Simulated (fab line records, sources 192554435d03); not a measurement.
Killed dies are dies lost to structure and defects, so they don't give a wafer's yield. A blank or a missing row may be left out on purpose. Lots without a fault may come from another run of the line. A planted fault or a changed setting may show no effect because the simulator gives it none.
Which tool did it? | flow n5_finfet | 24 lots, 72 wafers sampled, at 6 steps of a route of 1938

WHAT THE GAUGES READ, wafer by wafer
The record holds no reading of a measuring or inspecting step that can be judged against a usual standard deviation.

WHICH TOOL RAN EACH LOT (tool, then ch and the chambers of the sampled wafers, then the start)
lot  | N5_BEOL_M2_ANNEAL_95         | N5_BEOL_M2_SPUTTER_96        | N5_BEOL_M2_ANNEAL_51             | N5_BEOL_M3_ALD_84                   | N5_BEOL_M3_SPUTTER_79        | N5_BEOL_M3_ANNEAL_93
L074 | pvd_sputter-02, day 6 19:40  | pvd_sputter-02, day 6 19:48  | rtp_anneal-01 ch 0, day 6 22:34  | ald_metal-03 ch 1,2,3, day 7 04:08  | pvd_sputter-03, day 7 05:00  | pvd_sputter-03, day 7 06:11
L075 | pvd_sputter-03, day 7 08:52  | pvd_sputter-03, day 7 09:00  | rtp_anneal-01 ch 0, day 7 10:05  | ald_metal-01 ch 1,3, day 7 14:19    | pvd_sputter-01, day 7 14:59  | pvd_sputter-01, day 7 16:10
L076 | pvd_sputter-01, day 7 08:59  | pvd_sputter-01, day 7 09:08  | rtp_anneal-01 ch 0, day 7 10:22  | ald_metal-03 ch 0,1,3, day 7 14:46  | pvd_sputter-01, day 7 16:49  | pvd_sputter-01, day 7 18:00
L077 | pvd_sputter-02, day 7 10:38  | pvd_sputter-02, day 7 10:47  | rtp_anneal-01 ch 0, day 7 12:11  | ald_metal-01 ch 0,2,3, day 7 17:32  | pvd_sputter-02, day 7 18:21  | pvd_sputter-02, day 7 19:32
L078 | pvd_sputter-03, day 7 19:53  | pvd_sputter-03, day 7 20:02  | rtp_anneal-01 ch 0, day 8 01:40  | ald_metal-01 ch 1,2,3, day 8 05:57  | pvd_sputter-03, day 8 06:52  | pvd_sputter-03, day 8 08:03
L079 | pvd_sputter-02, day 7 21:37  | pvd_sputter-02, day 7 21:46  | rtp_anneal-01 ch 0, day 8 03:43  | ald_metal-01 ch 1,2, day 8 08:59    | pvd_sputter-01, day 8 09:44  | pvd_sputter-01, day 8 10:55
L080 | pvd_sputter-01, day 8 13:48  | pvd_sputter-01, day 8 13:56  | rtp_anneal-01 ch 0, day 8 15:44  | ald_metal-03 ch 0,1,3, day 8 23:10  | pvd_sputter-02, day 9 01:41  | pvd_sputter-02, day 9 02:52
L081 | pvd_sputter-02, day 8 20:19  | pvd_sputter-02, day 8 20:27  | rtp_anneal-02 ch 0, day 8 20:42  | ald_metal-03 ch 0,3, day 9 02:46    | pvd_sputter-01, day 9 03:31  | pvd_sputter-01, day 9 04:41
L082 | pvd_sputter-02, day 9 01:15  | pvd_sputter-02, day 9 01:23  | rtp_anneal-02 ch 0, day 9 01:35  | ald_metal-01 ch 1,2,3, day 9 05:52  | pvd_sputter-03, day 9 06:40  | pvd_sputter-03, day 9 07:51
L083 | pvd_sputter-03, day 9 03:02  | pvd_sputter-03, day 9 03:10  | rtp_anneal-01 ch 0, day 9 03:22  | ald_metal-01 ch 0,1,3, day 9 09:42  | pvd_sputter-03, day 9 10:39  | pvd_sputter-03, day 9 11:50
L084 | pvd_sputter-03, day 9 04:58  | pvd_sputter-03, day 9 05:07  | rtp_anneal-02 ch 0, day 9 05:27  | ald_metal-03 ch 1,2, day 9 14:44    | pvd_sputter-01, day 9 15:26  | pvd_sputter-01, day 9 16:37
L085 | pvd_sputter-02, day 9 07:55  | pvd_sputter-02, day 9 08:04  | rtp_anneal-01 ch 0, day 9 08:18  | ald_metal-01 ch 0,2,3, day 9 14:53  | pvd_sputter-02, day 9 16:12  | pvd_sputter-02, day 9 17:23
L086 | pvd_sputter-01, day 10 07:57 | pvd_sputter-01, day 10 08:05 | rtp_anneal-01 ch 0, day 10 08:17 | ald_metal-03 ch 0,3, day 10 16:17   | pvd_sputter-02, day 10 17:08 | pvd_sputter-02, day 10 18:19
L089 | pvd_sputter-01, day 10 18:35 | pvd_sputter-01, day 10 18:44 | rtp_anneal-02 ch 0, day 10 18:55 | ald_metal-03 ch 1,2,3, day 11 00:04 | pvd_sputter-01, day 11 00:44 | pvd_sputter-01, day 11 01:55
L087 | pvd_sputter-03, day 10 18:48 | pvd_sputter-03, day 10 18:56 | rtp_anneal-01 ch 0, day 10 19:17 | ald_metal-01 ch 1,2,3, day 11 00:10 | pvd_sputter-02, day 11 01:01 | pvd_sputter-02, day 11 02:11
L088 | pvd_sputter-02, day 10 20:22 | pvd_sputter-02, day 10 20:31 | rtp_anneal-01 ch 0, day 10 20:59 | ald_metal-04 ch 1,3, day 11 02:50   | pvd_sputter-03, day 11 12:25 | pvd_sputter-03, day 11 13:35
L090 | pvd_sputter-02, day 10 23:31 | pvd_sputter-02, day 10 23:39 | rtp_anneal-01 ch 0, day 10 23:58 | ald_metal-04 ch 0,1,3, day 11 16:28 | pvd_sputter-01, day 11 17:27 | pvd_sputter-01, day 11 18:38
L091 | pvd_sputter-01, day 10 23:45 | pvd_sputter-01, day 10 23:53 | rtp_anneal-02 ch 0, day 11 00:09 | ald_metal-01 ch 0,2,3, day 11 13:09 | pvd_sputter-03, day 11 14:22 | pvd_sputter-03, day 11 15:33
L092 | pvd_sputter-02, day 11 05:52 | pvd_sputter-02, day 11 06:01 | rtp_anneal-02 ch 0, day 11 06:13 | ald_metal-03 ch 2,3, day 11 21:34   | pvd_sputter-01, day 11 23:59 | pvd_sputter-01, day 12 01:10
L093 | pvd_sputter-03, day 11 22:49 | pvd_sputter-03, day 11 22:58 | rtp_anneal-01 ch 0, day 11 23:14 | ald_metal-01 ch 1,2, day 12 05:34   | pvd_sputter-03, day 12 06:16 | pvd_sputter-03, day 12 07:27
L094 | pvd_sputter-03, day 12 17:55 | pvd_sputter-03, day 12 18:04 | rtp_anneal-01 ch 0, day 12 18:17 | ald_metal-03 ch 1,2,3, day 13 03:13 | pvd_sputter-01, day 13 04:06 | pvd_sputter-01, day 13 05:17
L096 | pvd_sputter-03, day 12 20:08 | pvd_sputter-03, day 12 20:16 | rtp_anneal-01 ch 0, day 12 20:31 | ald_metal-01 ch 1,2, day 13 11:25   | pvd_sputter-03, day 13 12:17 | pvd_sputter-03, day 13 13:28
L097 | pvd_sputter-02, day 13 13:32 | pvd_sputter-02, day 13 13:41 | rtp_anneal-01 ch 0, day 13 13:52 | ald_metal-03 ch 2,3, day 13 19:34   | pvd_sputter-02, day 13 20:19 | pvd_sputter-02, day 13 21:30
L095 | pvd_sputter-02, day 14 01:18 | pvd_sputter-02, day 14 01:26 | rtp_anneal-02 ch 0, day 14 01:41 | ald_metal-04 ch 0,2, day 14 07:28   | pvd_sputter-03, day 14 10:00 | pvd_sputter-03, day 14 11:11
- N5_BEOL_M2_ANNEAL_95: time 240 s.
- N5_BEOL_M2_SPUTTER_96: material Cu, target thk 4.5 nm, time 8.29 s.
- N5_BEOL_M2_ANNEAL_51: time 90 s.
- N5_BEOL_M3_ALD_84: deposits TaN, pulse time 2 s, purge time 3 s, co reactant purge time 2 s.
- N5_BEOL_M3_SPUTTER_79: material Cu, target thk 4.5 nm, time 8.29 s.
- N5_BEOL_M3_ANNEAL_93: time 240 s.

WHAT THE TOOLS THEMSELVES READ (means of the sampled wafers that have a number; where no wafer has one, the mark that the record gives instead)
N5_BEOL_M2_ANNEAL_95.
lot  | tool           | heater_power_w (W) | susceptor_temp_C_max
L074 | pvd_sputter-02 | 844                | 401.1
L075 | pvd_sputter-03 | 868                | 400.8
L076 | pvd_sputter-01 | 794                | 401.2
L077 | pvd_sputter-02 | 826                | 401.4
L078 | pvd_sputter-03 | 893                | 400.7
L079 | pvd_sputter-02 | 777                | 400.8
L080 | pvd_sputter-01 | 790                | 401.3
L081 | pvd_sputter-02 | 824                | 400.8
L082 | pvd_sputter-02 | 785                | 400.8
L083 | pvd_sputter-03 | 960                | 400.5
L084 | pvd_sputter-03 | 898                | 400.6
L085 | pvd_sputter-02 | 856                | 401.2
L086 | pvd_sputter-01 | 825                | 401.8
L089 | pvd_sputter-01 | 800                | 401.5
L087 | pvd_sputter-03 | 843                | 400.7
L088 | pvd_sputter-02 | 823                | 401.1
L090 | pvd_sputter-02 | 770                | 401.1
L091 | pvd_sputter-01 | 801                | 401.4
L092 | pvd_sputter-02 | 785                | 401.0
L093 | pvd_sputter-03 | 901                | 400.9
L094 | pvd_sputter-03 | 926                | 400.5
L096 | pvd_sputter-03 | 801                | 400.7
L097 | pvd_sputter-02 | 808                | 400.7
L095 | pvd_sputter-02 | 838                | 400.9

N5_BEOL_M2_SPUTTER_96.
lot  | tool           | throttle_valve_pct (%)
L074 | pvd_sputter-02 | 30.7
L075 | pvd_sputter-03 | 29.6
L076 | pvd_sputter-01 | 31.7
L077 | pvd_sputter-02 | 31.2
L078 | pvd_sputter-03 | 28.6
L079 | pvd_sputter-02 | 30.8
L080 | pvd_sputter-01 | 31.6
L081 | pvd_sputter-02 | 30.2
L082 | pvd_sputter-02 | 30.7
L083 | pvd_sputter-03 | 28.4
L084 | pvd_sputter-03 | 28.6
L085 | pvd_sputter-02 | 29.9
L086 | pvd_sputter-01 | 31.3
L089 | pvd_sputter-01 | 31.8
L087 | pvd_sputter-03 | 29.8
L088 | pvd_sputter-02 | 30.4
L090 | pvd_sputter-02 | 30.7
L091 | pvd_sputter-01 | 31.4
L092 | pvd_sputter-02 | 30.6
L093 | pvd_sputter-03 | 28.7
L094 | pvd_sputter-03 | 29.2
L096 | pvd_sputter-03 | 29.3
L097 | pvd_sputter-02 | 31.1
L095 | pvd_sputter-02 | 30.6

N5_BEOL_M2_ANNEAL_51.
lot  | tool          | wafer_temp_C_max
L074 | rtp_anneal-01 | 225.79
L075 | rtp_anneal-01 | 225.82
L076 | rtp_anneal-01 | 225.78
L077 | rtp_anneal-01 | 225.86
L078 | rtp_anneal-01 | 225.72
L079 | rtp_anneal-01 | 225.74
L080 | rtp_anneal-01 | 225.66
L081 | rtp_anneal-02 | 225.63
L082 | rtp_anneal-02 | 225.78
L083 | rtp_anneal-01 | 225.72
L084 | rtp_anneal-02 | 225.78
L085 | rtp_anneal-01 | 226.01
L086 | rtp_anneal-01 | 225.67
L089 | rtp_anneal-02 | 225.69
L087 | rtp_anneal-01 | 225.84
L088 | rtp_anneal-01 | 225.82
L090 | rtp_anneal-01 | 225.74
L091 | rtp_anneal-02 | 225.67
L092 | rtp_anneal-02 | 225.82
L093 | rtp_anneal-01 | 225.45
L094 | rtp_anneal-01 | 225.83
L096 | rtp_anneal-01 | 225.38
L097 | rtp_anneal-01 | 225.72
L095 | rtp_anneal-02 | 225.62

N5_BEOL_M3_ALD_84.
lot  | tool         | heater_power_w (W)
L074 | ald_metal-03 | 450
L075 | ald_metal-01 | 441
L076 | ald_metal-03 | 444
L077 | ald_metal-01 | 430
L078 | ald_metal-01 | 443
L079 | ald_metal-01 | 473
L080 | ald_metal-03 | 439
L081 | ald_metal-03 | 445
L082 | ald_metal-01 | 440
L083 | ald_metal-01 | 450
L084 | ald_metal-03 | 440
L085 | ald_metal-01 | 428
L086 | ald_metal-03 | 414
L089 | ald_metal-03 | 449
L087 | ald_metal-01 | 444
L088 | ald_metal-04 | 456
L090 | ald_metal-04 | 442
L091 | ald_metal-01 | 429
L092 | ald_metal-03 | 429
L093 | ald_metal-01 | 450
L094 | ald_metal-03 | 453
L096 | ald_metal-01 | 453
L097 | ald_metal-03 | 451
L095 | ald_metal-04 | 434

N5_BEOL_M3_SPUTTER_79.
lot  | tool           | throttle_valve_pct (%)
L074 | pvd_sputter-03 | 28.7
L075 | pvd_sputter-01 | 31.4
L076 | pvd_sputter-01 | 32.2
L077 | pvd_sputter-02 | 30.8
L078 | pvd_sputter-03 | 29.1
L079 | pvd_sputter-01 | 31.6
L080 | pvd_sputter-02 | 31.3
L081 | pvd_sputter-01 | 31.6
L082 | pvd_sputter-03 | 28.4
L083 | pvd_sputter-03 | 28.2
L084 | pvd_sputter-01 | 31.6
L085 | pvd_sputter-02 | 30.2
L086 | pvd_sputter-02 | 30.2
L089 | pvd_sputter-01 | 31.2
L087 | pvd_sputter-02 | 30.9
L088 | pvd_sputter-03 | 29.1
L090 | pvd_sputter-01 | 31.3
L091 | pvd_sputter-03 | 29.1
L092 | pvd_sputter-01 | 32.2
L093 | pvd_sputter-03 | 28.1
L094 | pvd_sputter-01 | 31.3
L096 | pvd_sputter-03 | 28.3
L097 | pvd_sputter-02 | 30.0
L095 | pvd_sputter-03 | 29.5

N5_BEOL_M3_ANNEAL_93.
lot  | tool           | heater_power_w (W) | susceptor_temp_C_max
L074 | pvd_sputter-03 | 904                | 400.6
L075 | pvd_sputter-01 | 786                | 401.4
L076 | pvd_sputter-01 | 800                | 400.9
L077 | pvd_sputter-02 | 788                | 400.8
L078 | pvd_sputter-03 | 889                | 401.0
L079 | pvd_sputter-01 | 783                | 401.2
L080 | pvd_sputter-02 | 797                | 401.4
L081 | pvd_sputter-01 | 789                | 401.3
L082 | pvd_sputter-03 | 903                | 400.4
L083 | pvd_sputter-03 | 975                | 400.7
L084 | pvd_sputter-01 | 800                | 401.0
L085 | pvd_sputter-02 | 825                | 400.7
L086 | pvd_sputter-02 | 825                | 400.8
L089 | pvd_sputter-01 | 803                | 401.2
L087 | pvd_sputter-02 | 786                | 400.8
L088 | pvd_sputter-03 | 926                | 400.8
L090 | pvd_sputter-01 | 819                | 401.7
L091 | pvd_sputter-03 | 929                | 400.7
L092 | pvd_sputter-01 | 800                | 401.2
L093 | pvd_sputter-03 | 973                | 400.3
L094 | pvd_sputter-01 | 802                | 401.3
L096 | pvd_sputter-03 | 958                | 400.7
L097 | pvd_sputter-02 | 877                | 401.1
L095 | pvd_sputter-03 | 866                | 400.7

THE ANSWER, worked out from the rows above alone
Rule: what is usual is taken from the lots themselves. Put in order of their means at a reading, lots are off if they are a third of the lots or fewer, leave a main group of 4 or more, and stand apart from it by a gap of 3 or more times the standard deviation of the main group's means; of several such gaps the widest counts. A main group whose means are all the same, to the digits that the tables above print for the reading, isn't used. A lot without any number at a reading at which 4 lots or more have one is off too. The other lots that the step has rows for count as sound. The gauges are gone through in route order, then the tools' own readings, and for those a lot's mean is taken as printed above. The first step at which some lot is off is used, and at that step the reading that is off furthest; a lot without a number counts as furthest.
No lot is off at any reading shown: from this, nothing can be told.

WHAT THE SIMULATOR HAD PUT IN
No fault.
